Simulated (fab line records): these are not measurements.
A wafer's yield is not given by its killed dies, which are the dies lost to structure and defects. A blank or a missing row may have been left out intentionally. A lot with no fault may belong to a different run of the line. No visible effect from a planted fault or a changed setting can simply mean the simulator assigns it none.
Problem report, 8D (eight disciplines) form, completed by code + flow nand harc + the parts of the form that need people (team, actions taken, sign-off) are left out

1. PROBLEM STATEMENT
At NHARC_P_BONDPAD_SOFTBAKE_04, plate temp C averages 125.79 C over 5 wafers from 2 lots, while fault-free wafers read 125.01 C, standard deviation 0.14. Measured from the usual mean, that is +5.6 standard deviations.
The step: time 70 s.
First observed at day 8 05:00: wafer L726.2, on litho track-02. The record holds 41 wafers of 14 lots with a number at this step. Rule for "out" (also "out of limits"): further than 4 standard deviations from the usual mean. Any other wafer with a number is counted as sound.

2. WHAT IT IS, AND WHAT IT ISN'T
| question                    | is                     | is not                                                                                                   |
|-----------------------------|------------------------|----------------------------------------------------------------------------------------------------------|
| which readings at this step | plate temp C           | -                                                                                                        |
| which lots                  | L726, L727             | L721, L722, L723, L724, L725, L735, L736, L737, L738, L739, L740, L741                                   |
| which wafers of those lots  | all that have a number | -                                                                                                        |
| read on which tools         | litho track-02         | litho track-03, litho track-05                                                                           |
| when                        | from day 8 05:00       | up to then (15 sound wafers); but 21 sound wafers of L735, L736, L737, L738, L739, L740, L741 came after |

3. THE SUSPECTS, EACH WITH WHAT RULES IT OUT
Counting: a tool at any process step up to the reading remains a suspect when it ran all the lots that are out and ran no sound lot after the first of those.
- litho track-02 at NHARC_P_BONDPAD_SOFTBAKE_04 (time 70 s): ruled out as a lasting fault. After its first lot that is out, L726 (day 8 05:00), sound lots L737, L736, L741 ran on it.
Left after counting: nothing in the record.

4. THE CAUSE (what the simulator had put in)
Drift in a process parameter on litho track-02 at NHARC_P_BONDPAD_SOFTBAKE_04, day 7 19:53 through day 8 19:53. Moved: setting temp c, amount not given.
Counting ruled it out, wrongly.

5. THE CHAIN OF EFFECTS, in route order
Rows list readings where the struck wafers' mean (over those with a number) sits beyond 3 standard deviations from the usual. Scope: only readings with a usual standard deviation given in the record; hours: median across lots of the time from each lot's start at the first step in this table that gives one to its start at this step; sigmas: change in usual standard deviations.
| hours | step                        | reading      | usual    | on struck wafers | change | sigmas |
|-------|-----------------------------|--------------|----------|------------------|--------|--------|
| 0     | NHARC_P_BONDPAD_SOFTBAKE_04 | plate temp C | 125.01 C | 125.79           | +0.78  | +5.6   |
Process steps it contains:
- NHARC_P_BONDPAD_SOFTBAKE_04: time 70 s.
Later measuring or inspecting steps at which every struck wafer that the step has a row for has a number for every such reading, and none has moved that far: NHARC_P_BONDPAD_OVL_MEAS_38, NHARC_END_SORT_01.

6. WHAT WOULD HAVE CAUGHT IT SOONER
First out-of-limits reading in this record: day 8 05:00, which is 9 hours after fault onset at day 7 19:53.
